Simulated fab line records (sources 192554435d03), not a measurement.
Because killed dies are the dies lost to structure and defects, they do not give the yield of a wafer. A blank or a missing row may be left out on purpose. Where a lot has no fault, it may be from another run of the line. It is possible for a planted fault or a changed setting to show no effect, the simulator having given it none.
fab line records / flow n5_finfet / part 2 of 2: steps 5 to 6 of 6
[record] lots = 21 wafers = 63 last_day = 18
route steps=1938 shown GATE_CUT@505 MOL_CONTACT_COAG@530
lots untouched by any fault: they come from a run of this same line in which no faults occurred
start_h: the number of hours between the record's first day and the start of the first shown wafer of the lot / wait_h: hours elapsed since this lot's preceding step / " same as the row above / L1.1+2: a row that stands for several wafers / - no value, or no start given / * or withheld: withheld / < > ~ a bound
route shown NAME@n: names a module that has steps shown in the file, with the first one's number in the route / usual: mean/standard deviation taken from wafers without a fault / same: alike in all rows / chamber/n: place in a boat / sites: per-site readings / _std_site: how widely they spread, as a standard deviation / _edge_site: inner sites' mean taken away from outer sites' mean / radius_mm: how far each site lies from the wafer's centre / mask NAME#n: copy n / behind: the most recent tool/chamber to have shaped the wafer / hold: what put the lot on hold/how long, in hours/how the hold closed / device: the n, p or np transistor that did not switch / end of line: tests run on the same wafers once the route is complete / step lacking rows: just its recipe / killed: count of dies lost to structure and defects at first sort (not the wafer's yield) / map: per-die view of a wafer (x killed, . not killed, _ where there is no die)
set.NAME: setting as actually run; set.NAME@STEP: the setting as run at that earlier step / model.NAME: the simulator's own value behind a step, which no gauge read
the route's steps for a sample of lots (tables are steps, rows are wafers)
services: from which hour (start_h, from the record's first day; less than 0 if before it) a tool's chamber was out of use, for how many hours, and why
[[steps]]
[step N5_MOL_CONTACT_COAG_OVL_MEAS_41]
[recipe] points_per_wafer = 522
[usual] VD_OVL = -0.2/0.61
lot.wafer=L074.1 tool=overlay-01 chamber=0 start_h=109.39 wait_h=0.0 VD_OVL[nm]=-0.1
lot.wafer=L074.4 tool=overlay-01 chamber=0 start_h=109.39 wait_h=0.0 VD_OVL[nm]=0.4
lot.wafer=L074.5 tool=overlay-01 chamber=0 start_h=109.39 wait_h=0.0 VD_OVL[nm]=0.1
lot.wafer=L075.4 tool=overlay-02 chamber=0 start_h=111.85 wait_h=0.0 VD_OVL[nm]=-2.0
lot.wafer=L075.5 tool=overlay-02 chamber=0 start_h=111.85 wait_h=0.0 VD_OVL[nm]=-0.5
lot.wafer=L075.6 tool=overlay-02 chamber=0 start_h=111.85 wait_h=0.0 VD_OVL[nm]=-0.6
lot.wafer=L076.2 tool=overlay-02 chamber=0 start_h=117.00 wait_h=0.0 VD_OVL[nm]=1.0
lot.wafer=L076.3 tool=overlay-02 chamber=0 start_h=117.00 wait_h=0.0 VD_OVL[nm]=0.5
lot.wafer=L076.4 tool=overlay-02 chamber=0 start_h=117.00 wait_h=0.0 VD_OVL[nm]=0.0
lot.wafer=L077.1 tool=overlay-02 chamber=0 start_h=117.56 wait_h=0.0 VD_OVL[nm]=-0.3
lot.wafer=L077.2 tool=overlay-02 chamber=0 start_h=117.56 wait_h=0.0 VD_OVL[nm]=-0.8
lot.wafer=L077.4 tool=overlay-02 chamber=0 start_h=117.56 wait_h=0.0 VD_OVL[nm]=0.6
lot.wafer=L078.1 tool=overlay-01 chamber=0 start_h=124.04 wait_h=0.0 VD_OVL[nm]=0.0
lot.wafer=L078.4 tool=overlay-01 chamber=0 start_h=124.04 wait_h=0.0 VD_OVL[nm]=0.1
lot.wafer=L078.6 tool=overlay-01 chamber=0 start_h=124.04 wait_h=0.0 VD_OVL[nm]=-0.6
lot.wafer=L079.1 tool=overlay-02 chamber=0 start_h=131.52 wait_h=0.0 VD_OVL[nm]=-0.2
lot.wafer=L079.3 tool=overlay-02 chamber=0 start_h=131.52 wait_h=0.0 VD_OVL[nm]=-0.3
lot.wafer=L079.6 tool=overlay-02 chamber=0 start_h=131.52 wait_h=0.0 VD_OVL[nm]=-0.2
lot.wafer=L080.3 tool=overlay-01 chamber=0 start_h=136.56 wait_h=0.0 VD_OVL[nm]=-1.9
lot.wafer=L080.4 tool=overlay-01 chamber=0 start_h=136.56 wait_h=0.0 VD_OVL[nm]=-0.9
lot.wafer=L080.5 tool=overlay-01 chamber=0 start_h=136.56 wait_h=0.0 VD_OVL[nm]=-1.1
lot.wafer=L081.2 tool=overlay-02 chamber=0 start_h=141.50 wait_h=0.0 VD_OVL[nm]=0.3
lot.wafer=L081.3 tool=overlay-02 chamber=0 start_h=141.50 wait_h=0.0 VD_OVL[nm]=-0.1
lot.wafer=L081.5 tool=overlay-02 chamber=0 start_h=141.50 wait_h=0.0 VD_OVL[nm]=0.3
lot.wafer=L082.3 tool=overlay-02 chamber=0 start_h=146.22 wait_h=0.0 VD_OVL[nm]=0.2
lot.wafer=L082.4 tool=overlay-02 chamber=0 start_h=146.22 wait_h=0.0 VD_OVL[nm]=0.7
lot.wafer=L082.5 tool=overlay-02 chamber=0 start_h=146.22 wait_h=0.0 VD_OVL[nm]=-0.9
lot.wafer=L083.2 tool=overlay-01 chamber=0 start_h=155.94 wait_h=0.0 VD_OVL[nm]=0.4
lot.wafer=L083.5 tool=overlay-01 chamber=0 start_h=155.94 wait_h=0.0 VD_OVL[nm]=0.2
lot.wafer=L083.6 tool=overlay-01 chamber=0 start_h=155.94 wait_h=0.0 VD_OVL[nm]=0.8
lot.wafer=L084.2 tool=overlay-02 chamber=0 start_h=160.57 wait_h=0.0 VD_OVL[nm]=-0.5
lot.wafer=L084.3 tool=overlay-02 chamber=0 start_h=160.57 wait_h=0.0 VD_OVL[nm]=-0.1
lot.wafer=L084.6 tool=overlay-02 chamber=0 start_h=160.57 wait_h=0.0 VD_OVL[nm]=-0.8
lot.wafer=L085.2 tool=overlay-02 chamber=0 start_h=168.57 wait_h=0.0 VD_OVL[nm]=-0.6
lot.wafer=L085.5 tool=overlay-02 chamber=0 start_h=168.57 wait_h=0.0 VD_OVL[nm]=0.7
lot.wafer=L085.6 tool=overlay-02 chamber=0 start_h=168.57 wait_h=0.0 VD_OVL[nm]=-0.2
lot.wafer=L086.1 tool=overlay-01 chamber=0 start_h=171.52 wait_h=0.0 VD_OVL[nm]=0.2
lot.wafer=L086.3 tool=overlay-01 chamber=0 start_h=171.52 wait_h=0.0 VD_OVL[nm]=-0.2
lot.wafer=L086.5 tool=overlay-01 chamber=0 start_h=171.52 wait_h=0.0 VD_OVL[nm]=-0.8
lot.wafer=L087.1 tool=overlay-02 chamber=0 start_h=177.15 wait_h=0.0 VD_OVL[nm]=0.0
lot.wafer=L087.5 tool=overlay-02 chamber=0 start_h=177.15 wait_h=0.0 VD_OVL[nm]=0.1
lot.wafer=L087.6 tool=overlay-02 chamber=0 start_h=177.15 wait_h=0.0 VD_OVL[nm]=-0.1
lot.wafer=L090.2 tool=overlay-01 chamber=0 start_h=195.47 wait_h=0.0 VD_OVL[nm]=1.3
lot.wafer=L090.3 tool=overlay-01 chamber=0 start_h=195.47 wait_h=0.0 VD_OVL[nm]=0.0
lot.wafer=L090.5 tool=overlay-01 chamber=0 start_h=195.47 wait_h=0.0 VD_OVL[nm]=0.3
lot.wafer=L091.2 tool=overlay-01 chamber=0 start_h=202.03 wait_h=0.0 VD_OVL[nm]=-1.1
lot.wafer=L091.3 tool=overlay-01 chamber=0 start_h=202.03 wait_h=0.0 VD_OVL[nm]=-0.3
lot.wafer=L091.6 tool=overlay-01 chamber=0 start_h=202.03 wait_h=0.0 VD_OVL[nm]=0.2
lot.wafer=L092.1 tool=overlay-01 chamber=0 start_h=209.43 wait_h=0.0 VD_OVL[nm]=0.3
lot.wafer=L092.2 tool=overlay-01 chamber=0 start_h=209.43 wait_h=0.0 VD_OVL[nm]=-0.3
lot.wafer=L092.3 tool=overlay-01 chamber=0 start_h=209.43 wait_h=0.0 VD_OVL[nm]=0.0
lot.wafer=L093.3 tool=overlay-01 chamber=0 start_h=213.34 wait_h=0.0 VD_OVL[nm]=-0.9
lot.wafer=L093.4 tool=overlay-01 chamber=0 start_h=213.34 wait_h=0.0 VD_OVL[nm]=-1.0
lot.wafer=L093.6 tool=overlay-01 chamber=0 start_h=213.34 wait_h=0.0 VD_OVL[nm]=-0.2
lot.wafer=L094.1 tool=overlay-01 chamber=0 start_h=220.41 wait_h=0.0 VD_OVL[nm]=-0.3
lot.wafer=L094.5 tool=overlay-01 chamber=0 start_h=220.41 wait_h=0.0 VD_OVL[nm]=0.5
lot.wafer=L094.6 tool=overlay-01 chamber=0 start_h=220.41 wait_h=0.0 VD_OVL[nm]=-0.7
lot.wafer=L095.2 tool=overlay-01 chamber=0 start_h=224.45 wait_h=0.0 VD_OVL[nm]=-0.7
lot.wafer=L095.3 tool=overlay-01 chamber=0 start_h=224.45 wait_h=0.0 VD_OVL[nm]=0.4
lot.wafer=L095.4 tool=overlay-01 chamber=0 start_h=224.45 wait_h=0.0 VD_OVL[nm]=-0.5
lot.wafer=L097.3 tool=overlay-01 chamber=0 start_h=236.80 wait_h=0.0 VD_OVL[nm]=0.3
lot.wafer=L097.5 tool=overlay-01 chamber=0 start_h=236.80 wait_h=0.0 VD_OVL[nm]=0.1
lot.wafer=L097.6 tool=overlay-01 chamber=0 start_h=236.80 wait_h=0.0 VD_OVL[nm]=-0.8
[step N5_MOL_CONTACT_COAG_DESCUM_45]
[recipe] chemistry = O2 time_s = 7 source_power_w = 50 bias_power_w = 20 pressure_mtorr = 20 rf_frequency_hz = 2.712e+07 temp_c = 40 resist = CAR-EUV o2_flow_sccm = 225
[usual] drypump_motor_current_A = 5.8/0.59 oes_product_au = 0.80/0.08 rf_vpp_V = 242.5/1.2 showerhead_plenum_p_Torr = 2.06/0.049 throttle_valve_pct = 20.35/0.27
lot.wafer=L074.1 tool=rie_diel-06 chamber=1 start_h=109.65 wait_h=0.2 drypump_motor_current_A=5.9 oes_product_au=0.70 rf_hours_counter_h=236 rf_vpp_V=241.3 showerhead_plenum_p_Torr=1.98 throttle_valve_pct=20.38
lot.wafer=L074.4 tool=rie_diel-06 chamber=1 start_h=109.65 wait_h=0.2 drypump_motor_current_A=5.9 oes_product_au=0.69 rf_hours_counter_h=- rf_vpp_V=241.8 showerhead_plenum_p_Torr=1.98 throttle_valve_pct=20.38
lot.wafer=L074.5 tool=rie_diel-06 chamber=3 start_h=109.65 wait_h=0.2 drypump_motor_current_A=6.5 oes_product_au=0.75 rf_hours_counter_h=- rf_vpp_V=244.9 showerhead_plenum_p_Torr=2.18 throttle_valve_pct=20.57
lot.wafer=L075.4 tool=rie_diel-05 chamber=0 start_h=111.93 wait_h=0.0 drypump_motor_current_A=6.0 oes_product_au=0.80 rf_hours_counter_h=107 rf_vpp_V=240.9 showerhead_plenum_p_Torr=2.01 throttle_valve_pct=20.15
lot.wafer=L075.5 tool=rie_diel-05 chamber=1 start_h=111.93 wait_h=0.0 drypump_motor_current_A=6.4 oes_product_au=0.94 rf_hours_counter_h=- rf_vpp_V=242.5 showerhead_plenum_p_Torr=2.05 throttle_valve_pct=20.26
lot.wafer=L075.6 tool=rie_diel-05 chamber=0 start_h=111.93 wait_h=0.0 drypump_motor_current_A=6.0 oes_product_au=0.81 rf_hours_counter_h=- rf_vpp_V=242.2 showerhead_plenum_p_Torr=2.01 throttle_valve_pct=20.18
lot.wafer=L076.2 tool=rie_diel-02 chamber=1 start_h=117.11 wait_h=0.0 drypump_motor_current_A=5.5 oes_product_au=0.91 rf_hours_counter_h=10 rf_vpp_V=242.9 showerhead_plenum_p_Torr=2.05 throttle_valve_pct=19.87
lot.wafer=L076.3 tool=rie_diel-02 chamber=2 start_h=117.11 wait_h=0.0 drypump_motor_current_A=6.3 oes_product_au=0.81 rf_hours_counter_h=70 rf_vpp_V=242.9 showerhead_plenum_p_Torr=2.04 throttle_valve_pct=20.42
lot.wafer=L076.4 tool=rie_diel-02 chamber=3 start_h=117.11 wait_h=0.0 drypump_motor_current_A=6.0 oes_product_au=0.71 rf_hours_counter_h=197 rf_vpp_V=243.0 showerhead_plenum_p_Torr=2.07 throttle_valve_pct=20.56
lot.wafer=L077.1 tool=rie_diel-02 chamber=0 start_h=117.65 wait_h=0.0 drypump_motor_current_A=5.0 oes_product_au=0.91 rf_hours_counter_h=31 rf_vpp_V=243.0 showerhead_plenum_p_Torr=2.07 throttle_valve_pct=20.39
lot.wafer=L077.2 tool=rie_diel-02 chamber=2 start_h=117.65 wait_h=0.0 drypump_motor_current_A=6.2 oes_product_au=0.82 rf_hours_counter_h=70 rf_vpp_V=243.3 showerhead_plenum_p_Torr=2.04 throttle_valve_pct=20.42
lot.wafer=L077.4 tool=rie_diel-02 chamber=3 start_h=117.65 wait_h=0.0 drypump_motor_current_A=6.0 oes_product_au=0.72 rf_hours_counter_h=197 rf_vpp_V=243.3 showerhead_plenum_p_Torr=2.07 throttle_valve_pct=20.54
lot.wafer=L078.1 tool=rie_diel-02 chamber=2 start_h=124.21 wait_h=0.1 drypump_motor_current_A=6.2 oes_product_au=0.82 rf_hours_counter_h=73 rf_vpp_V=242.0 showerhead_plenum_p_Torr=2.04 throttle_valve_pct=20.43
lot.wafer=L078.4 tool=rie_diel-02 chamber=1 start_h=124.21 wait_h=0.1 drypump_motor_current_A=5.5 oes_product_au=0.91 rf_hours_counter_h=13 rf_vpp_V=242.2 showerhead_plenum_p_Torr=2.05 throttle_valve_pct=19.87
lot.wafer=L078.6 tool=rie_diel-02 chamber=1 start_h=124.21 wait_h=0.1 drypump_motor_current_A=5.5 oes_product_au=0.91 rf_hours_counter_h=- rf_vpp_V=241.1 showerhead_plenum_p_Torr=2.05 throttle_valve_pct=19.87
lot.wafer=L079.1 tool=rie_diel-02 chamber=1 start_h=131.61 wait_h=0.0 drypump_motor_current_A=5.5 oes_product_au=0.90 rf_hours_counter_h=16 rf_vpp_V=242.6 showerhead_plenum_p_Torr=2.05 throttle_valve_pct=19.86
lot.wafer=L079.3 tool=rie_diel-02 chamber=2 start_h=131.61 wait_h=0.0 drypump_motor_current_A=6.2 oes_product_au=0.81 rf_hours_counter_h=75 rf_vpp_V=240.8 showerhead_plenum_p_Torr=2.04 throttle_valve_pct=20.42
lot.wafer=L079.6 tool=rie_diel-02 chamber=3 start_h=131.61 wait_h=0.0 drypump_motor_current_A=5.9 oes_product_au=0.72 rf_hours_counter_h=- rf_vpp_V=241.1 showerhead_plenum_p_Torr=2.07 throttle_valve_pct=20.54
lot.wafer=L080.3 tool=rie_diel-06 chamber=1 start_h=136.64 wait_h=0.0 drypump_motor_current_A=5.9 oes_product_au=0.69 rf_hours_counter_h=245 rf_vpp_V=240.4 showerhead_plenum_p_Torr=1.98 throttle_valve_pct=20.38
lot.wafer=L080.4 tool=rie_diel-06 chamber=3 start_h=136.64 wait_h=0.0 drypump_motor_current_A=6.5 oes_product_au=0.75 rf_hours_counter_h=161 rf_vpp_V=245.1 showerhead_plenum_p_Torr=2.18 throttle_valve_pct=20.57
lot.wafer=L080.5 tool=rie_diel-06 chamber=0 start_h=136.64 wait_h=0.0 drypump_motor_current_A=4.9 oes_product_au=0.72 rf_hours_counter_h=- rf_vpp_V=241.1 showerhead_plenum_p_Torr=1.99 throttle_valve_pct=20.86
lot.wafer=L081.2 tool=rie_diel-05 chamber=0 start_h=141.84 wait_h=0.3 drypump_motor_current_A=6.0 oes_product_au=0.78 rf_hours_counter_h=117 rf_vpp_V=242.9 showerhead_plenum_p_Torr=2.01 throttle_valve_pct=20.19
lot.wafer=L081.3 tool=rie_diel-05 chamber=2 start_h=141.84 wait_h=0.3 drypump_motor_current_A=6.6 oes_product_au=0.71 rf_hours_counter_h=190 rf_vpp_V=241.2 showerhead_plenum_p_Torr=2.10 throttle_valve_pct=20.61
lot.wafer=L081.5 tool=rie_diel-05 chamber=0 start_h=141.84 wait_h=0.3 drypump_motor_current_A=6.0 oes_product_au=0.78 rf_hours_counter_h=- rf_vpp_V=240.1 showerhead_plenum_p_Torr=2.01 throttle_valve_pct=20.21
lot.wafer=L082.3 tool=rie_diel-06 chamber=2 start_h=146.32 wait_h=0.1 drypump_motor_current_A=6.2 oes_product_au=0.95 rf_hours_counter_h=13 rf_vpp_V=242.8 showerhead_plenum_p_Torr=2.06 throttle_valve_pct=20.39
lot.wafer=L082.4 tool=rie_diel-06 chamber=1 start_h=146.32 wait_h=0.1 drypump_motor_current_A=5.9 oes_product_au=0.68 rf_hours_counter_h=249 rf_vpp_V=241.3 showerhead_plenum_p_Torr=1.98 throttle_valve_pct=20.41
lot.wafer=L082.5 tool=rie_diel-06 chamber=0 start_h=146.32 wait_h=0.1 drypump_motor_current_A=4.9 oes_product_au=0.72 rf_hours_counter_h=- rf_vpp_V=240.5 showerhead_plenum_p_Torr=1.99 throttle_valve_pct=20.87
lot.wafer=L083.2 tool=rie_diel-06 chamber=2 start_h=156.03 wait_h=0.0 drypump_motor_current_A=6.3 oes_product_au=0.95 rf_hours_counter_h=16 rf_vpp_V=242.5 showerhead_plenum_p_Torr=2.06 throttle_valve_pct=20.41
lot.wafer=L083.5 tool=rie_diel-06 chamber=0 start_h=156.03 wait_h=0.0 drypump_motor_current_A=4.9 oes_product_au=0.72 rf_hours_counter_h=- rf_vpp_V=240.6 showerhead_plenum_p_Torr=1.98 throttle_valve_pct=20.86
lot.wafer=L083.6 tool=rie_diel-06 chamber=2 start_h=156.03 wait_h=0.0 drypump_motor_current_A=6.2 oes_product_au=0.95 rf_hours_counter_h=- rf_vpp_V=242.5 showerhead_plenum_p_Torr=2.06 throttle_valve_pct=20.38
lot.wafer=L084.2 tool=rie_diel-02 chamber=3 start_h=160.69 wait_h=0.1 drypump_motor_current_A=5.9 oes_product_au=0.70 rf_hours_counter_h=215 rf_vpp_V=243.0 showerhead_plenum_p_Torr=2.06 throttle_valve_pct=20.57
lot.wafer=L084.3 tool=rie_diel-02 chamber=1 start_h=160.69 wait_h=0.1 drypump_motor_current_A=5.5 oes_product_au=0.87 rf_hours_counter_h=29 rf_vpp_V=241.7 showerhead_plenum_p_Torr=2.05 throttle_valve_pct=19.91
lot.wafer=L084.6 tool=rie_diel-02 chamber=1 start_h=160.69 wait_h=0.1 drypump_motor_current_A=5.5 oes_product_au=0.87 rf_hours_counter_h=- rf_vpp_V=241.9 showerhead_plenum_p_Torr=2.05 throttle_valve_pct=19.88
lot.wafer=L085.2 tool=rie_diel-05 chamber=2 start_h=168.79 wait_h=0.2 drypump_motor_current_A=6.6 oes_product_au=0.72 rf_hours_counter_h=199 rf_vpp_V=243.9 showerhead_plenum_p_Torr=2.10 throttle_valve_pct=20.64
lot.wafer=L085.5 tool=rie_diel-05 chamber=3 start_h=168.79 wait_h=0.2 drypump_motor_current_A=4.9 oes_product_au=0.85 rf_hours_counter_h=- rf_vpp_V=241.7 showerhead_plenum_p_Torr=2.05 throttle_valve_pct=19.94
lot.wafer=L085.6 tool=rie_diel-05 chamber=0 start_h=168.79 wait_h=0.2 drypump_motor_current_A=6.0 oes_product_au=0.78 rf_hours_counter_h=- rf_vpp_V=240.9 showerhead_plenum_p_Torr=2.01 throttle_valve_pct=20.21
lot.wafer=L086.1 tool=rie_diel-05 chamber=3 start_h=171.64 wait_h=0.1 drypump_motor_current_A=4.9 oes_product_au=0.85 rf_hours_counter_h=38 rf_vpp_V=241.8 showerhead_plenum_p_Torr=2.05 throttle_valve_pct=19.96
lot.wafer=L086.3 tool=rie_diel-05 chamber=0 start_h=171.64 wait_h=0.1 drypump_motor_current_A=6.0 oes_product_au=0.78 rf_hours_counter_h=128 rf_vpp_V=242.6 showerhead_plenum_p_Torr=2.01 throttle_valve_pct=20.19
lot.wafer=L086.5 tool=rie_diel-05 chamber=3 start_h=171.64 wait_h=0.1 drypump_motor_current_A=4.9 oes_product_au=0.85 rf_hours_counter_h=- rf_vpp_V=243.2 showerhead_plenum_p_Torr=2.05 throttle_valve_pct=19.95
lot.wafer=L087.1 tool=rie_diel-05 chamber=2 start_h=177.24 wait_h=0.0 drypump_motor_current_A=6.6 oes_product_au=0.70 rf_hours_counter_h=203 rf_vpp_V=243.2 showerhead_plenum_p_Torr=2.09 throttle_valve_pct=20.65
lot.wafer=L087.5 tool=rie_diel-05 chamber=3 start_h=177.24 wait_h=0.0 drypump_motor_current_A=4.9 oes_product_au=0.84 rf_hours_counter_h=- rf_vpp_V=241.9 showerhead_plenum_p_Torr=2.05 throttle_valve_pct=19.96
lot.wafer=L087.6 tool=rie_diel-05 chamber=2 start_h=177.24 wait_h=0.0 drypump_motor_current_A=6.6 oes_product_au=0.71 rf_hours_counter_h=- rf_vpp_V=241.4 showerhead_plenum_p_Torr=2.09 throttle_valve_pct=20.62
lot.wafer=L090.2 tool=rie_diel-02 chamber=2 start_h=195.60 wait_h=0.1 drypump_motor_current_A=6.3 oes_product_au=0.78 rf_hours_counter_h=97 rf_vpp_V=242.6 showerhead_plenum_p_Torr=2.03 throttle_valve_pct=20.47
lot.wafer=L090.3 tool=rie_diel-02 chamber=0 start_h=195.60 wait_h=0.1 drypump_motor_current_A=5.0 oes_product_au=0.88 rf_hours_counter_h=52 rf_vpp_V=242.7 showerhead_plenum_p_Torr=2.06 throttle_valve_pct=20.39
lot.wafer=L090.5 tool=rie_diel-02 chamber=0 start_h=195.60 wait_h=0.1 drypump_motor_current_A=5.1 oes_product_au=0.88 rf_hours_counter_h=- rf_vpp_V=242.2 showerhead_plenum_p_Torr=2.06 throttle_valve_pct=20.41
lot.wafer=L091.2 tool=rie_diel-02 chamber=3 start_h=202.12 wait_h=0.0 drypump_motor_current_A=6.0 oes_product_au=0.70 rf_hours_counter_h=230 rf_vpp_V=242.8 showerhead_plenum_p_Torr=2.06 throttle_valve_pct=20.60
lot.wafer=L091.3 tool=rie_diel-02 chamber=0 start_h=202.12 wait_h=0.0 drypump_motor_current_A=5.0 oes_product_au=0.88 rf_hours_counter_h=55 rf_vpp_V=243.1 showerhead_plenum_p_Torr=2.06 throttle_valve_pct=20.41
lot.wafer=L091.6 tool=rie_diel-02 chamber=0 start_h=202.12 wait_h=0.0 drypump_motor_current_A=5.0 oes_product_au=0.89 rf_hours_counter_h=- rf_vpp_V=242.0 showerhead_plenum_p_Torr=2.06 throttle_valve_pct=20.40
lot.wafer=L092.1 tool=rie_diel-05 chamber=3 start_h=209.53 wait_h=0.0 drypump_motor_current_A=4.9 oes_product_au=0.82 rf_hours_counter_h=54 rf_vpp_V=243.4 showerhead_plenum_p_Torr=2.04 throttle_valve_pct=19.98
lot.wafer=L092.2 tool=rie_diel-05 chamber=1 start_h=209.53 wait_h=0.0 drypump_motor_current_A=6.3 oes_product_au=0.88 rf_hours_counter_h=47 rf_vpp_V=240.5 showerhead_plenum_p_Torr=2.05 throttle_valve_pct=20.29
lot.wafer=L092.3 tool=rie_diel-05 chamber=2 start_h=209.53 wait_h=0.0 drypump_motor_current_A=6.6 oes_product_au=0.70 rf_hours_counter_h=217 rf_vpp_V=241.1 showerhead_plenum_p_Torr=2.09 throttle_valve_pct=20.67
lot.wafer=L093.3 tool=rie_diel-05 chamber=3 start_h=213.44 wait_h=0.0 drypump_motor_current_A=4.9 oes_product_au=0.82 rf_hours_counter_h=55 rf_vpp_V=242.6 showerhead_plenum_p_Torr=2.04 throttle_valve_pct=19.97
lot.wafer=L093.4 tool=rie_diel-05 chamber=2 start_h=213.44 wait_h=0.0 drypump_motor_current_A=6.6 oes_product_au=0.70 rf_hours_counter_h=218 rf_vpp_V=242.2 showerhead_plenum_p_Torr=2.09 throttle_valve_pct=20.67
lot.wafer=L093.6 tool=rie_diel-05 chamber=0 start_h=213.44 wait_h=0.0 drypump_motor_current_A=6.0 oes_product_au=0.76 rf_hours_counter_h=- rf_vpp_V=242.2 showerhead_plenum_p_Torr=2.00 throttle_valve_pct=20.23
lot.wafer=L094.1 tool=rie_diel-05 chamber=2 start_h=220.51 wait_h=0.0 drypump_motor_current_A=6.6 oes_product_au=0.69 rf_hours_counter_h=221 rf_vpp_V=242.2 showerhead_plenum_p_Torr=2.09 throttle_valve_pct=20.68
lot.wafer=L094.5 tool=rie_diel-05 chamber=1 start_h=220.51 wait_h=0.0 drypump_motor_current_A=6.4 oes_product_au=0.89 rf_hours_counter_h=- rf_vpp_V=240.8 showerhead_plenum_p_Torr=2.04 throttle_valve_pct=20.30
lot.wafer=L094.6 tool=rie_diel-05 chamber=2 start_h=220.51 wait_h=0.0 drypump_motor_current_A=6.6 oes_product_au=0.69 rf_hours_counter_h=- rf_vpp_V=243.8 showerhead_plenum_p_Torr=2.09 throttle_valve_pct=20.67
lot.wafer=L095.2 tool=rie_diel-06 chamber=3 start_h=224.53 wait_h=0.0 drypump_motor_current_A=6.5 oes_product_au=0.71 rf_hours_counter_h=197 rf_vpp_V=244.4 showerhead_plenum_p_Torr=2.17 throttle_valve_pct=20.68
lot.wafer=L095.3 tool=rie_diel-06 chamber=2 start_h=224.53 wait_h=0.0 drypump_motor_current_A=6.2 oes_product_au=0.90 rf_hours_counter_h=43 rf_vpp_V=242.8 showerhead_plenum_p_Torr=2.05 throttle_valve_pct=20.44
lot.wafer=L095.4 tool=rie_diel-06 chamber=2 start_h=224.53 wait_h=0.0 drypump_motor_current_A=6.2 oes_product_au=0.90 rf_hours_counter_h=- rf_vpp_V=242.1 showerhead_plenum_p_Torr=2.05 throttle_valve_pct=20.42
lot.wafer=L097.3 tool=rie_diel-02 chamber=3 start_h=236.88 wait_h=0.0 drypump_motor_current_A=5.9 oes_product_au=0.68 rf_hours_counter_h=241 rf_vpp_V=242.9 showerhead_plenum_p_Torr=2.05 throttle_valve_pct=20.59
lot.wafer=L097.5 tool=rie_diel-02 chamber=3 start_h=236.88 wait_h=0.0 drypump_motor_current_A=5.9 oes_product_au=0.68 rf_hours_counter_h=- rf_vpp_V=242.7 showerhead_plenum_p_Torr=2.05 throttle_valve_pct=20.60
lot.wafer=L097.6 tool=rie_diel-02 chamber=0 start_h=236.88 wait_h=0.0 drypump_motor_current_A=5.1 oes_product_au=0.85 rf_hours_counter_h=- rf_vpp_V=243.8 showerhead_plenum_p_Torr=2.05 throttle_valve_pct=20.42
[[services]]
tool=rie_diel-02 chamber=1 start_h=74.76 hours=- kind=clean
tool=rie_diel-02 chamber=1 start_h=74.76 hours=- kind=consumable_replace:focus_ring
tool=rie_diel-02 chamber=1 start_h=74.76 hours=16.1 kind=scheduled_down
tool=rie_diel-02 chamber=1 start_h=74.76 hours=16.1 kind=vent_cycle
tool=rie_diel-06 chamber=2 start_h=89.66 hours=4.8 kind=repair
tool=rie_metal-01 chamber=1 start_h=113.05 hours=5.0 kind=repair
tool=rie_diel-02 chamber=0 start_h=126.72 hours=16.1 kind=repair
tool=rie_diel-06 chamber=1 start_h=151.02 hours=- kind=clean
tool=rie_diel-06 chamber=1 start_h=151.02 hours=- kind=consumable_replace:focus_ring
tool=rie_diel-06 chamber=1 start_h=151.02 hours=- kind=consumable_replace:showerhead
tool=rie_diel-06 chamber=1 start_h=151.02 hours=25.5 kind=scheduled_down
tool=rie_diel-06 chamber=1 start_h=151.02 hours=25.5 kind=vent_cycle
tool=rie_metal-03 chamber=1 start_h=155.59 hours=6.4 kind=repair
tool=rie_diel-05 chamber=1 start_h=162.15 hours=36.3 kind=repair
tool=rie_metal-03 chamber=- start_h=162.97 hours=8.4 kind=repair
tool=rie_metal-02 chamber=1 start_h=183.12 hours=1.1 kind=repair
tool=rie_metal-02 chamber=- start_h=191.37 hours=2.8 kind=pm
tool=rie_metal-01 chamber=- start_h=197.46 hours=0.1 kind=repair
tool=rie_diel-06 chamber=2 start_h=197.89 hours=1.5 kind=repair
tool=rie_diel-02 chamber=1 start_h=198.27 hours=1.6 kind=repair
tool=rie_diel-06 chamber=0 start_h=220.63 hours=6.6 kind=repair
tool=rie_diel-02 chamber=- start_h=229.71 hours=0.5 kind=repair
tool=rie_metal-01 chamber=0 start_h=230.40 hours=9.5 kind=repair
tool=rie_metal-01 chamber=- start_h=231.09 hours=1.8 kind=repair
